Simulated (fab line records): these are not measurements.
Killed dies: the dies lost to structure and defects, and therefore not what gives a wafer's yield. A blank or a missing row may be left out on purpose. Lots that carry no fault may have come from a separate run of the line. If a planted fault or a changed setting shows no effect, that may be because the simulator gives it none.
Chamber matching ; flow n5_finfet ; 4 sister chambers for N5_BEOL_M9_VIA_ETCH_34 on rie_diel-06
The step etches SiCOH lowk in C4F6/O2, target depth 182.4 nm, time 68.4 s. 8 wafers are shown with their chamber, then 8 later ones without.

## WAFERS WITH THEIR CHAMBER
wafer;chamber;showerhead_plenum_p_Torr (Torr);drypump_motor_current_A (A)
L076.3;3;2.89;5.5
L077.2;1;2.81;5.5
L081.5;3;2.89;5.5
L087.5;1;2.80;5.5
L090.2;2;2.94;5.2
L090.4;0;2.78;5.9
L090.6;2;2.94;5.2
L091.1;0;2.78;6.0

## WAFERS WITHOUT THEIR CHAMBER
wafer;showerhead_plenum_p_Torr (Torr);drypump_motor_current_A (A)
L091.3;2.94;5.2
L091.6;2.94;5.2
L094.1;2.77;5.9
L094.2;2.80;5.5
L094.6;2.79;5.5
L095.1;2.87;5.5
L095.3;2.77;5.9
L095.5;2.87;5.5

## WHICH CHAMBER EACH ONE RAN IN
wafer;from the rows above;in truth
L091.3;2;2
L091.6;2;2
L094.1;0;0
L094.2;1;1
L094.6;1;1
L095.1;3;3
L095.3;0;0
L095.5;3;3
8 of 8 placed correctly. From these rows, 0 cannot be placed. Number placed wrongly: 0.
How it was worked out, from the rows above alone: a wafer's distance from a chamber is the root of the sum, over the readings, of the square of ((its reading less the chamber's mean) divided by the reading's scatter). If the next closest chamber is less than 2 further off than the closest, the wafer can't be placed; otherwise it belongs to the closest. The mean given for a chamber averages the wafers shown for that chamber. The scatter: the root of (the sum of the squares of (reading less its chamber's mean) over the shown wafers, divided by (wafers less chambers)).
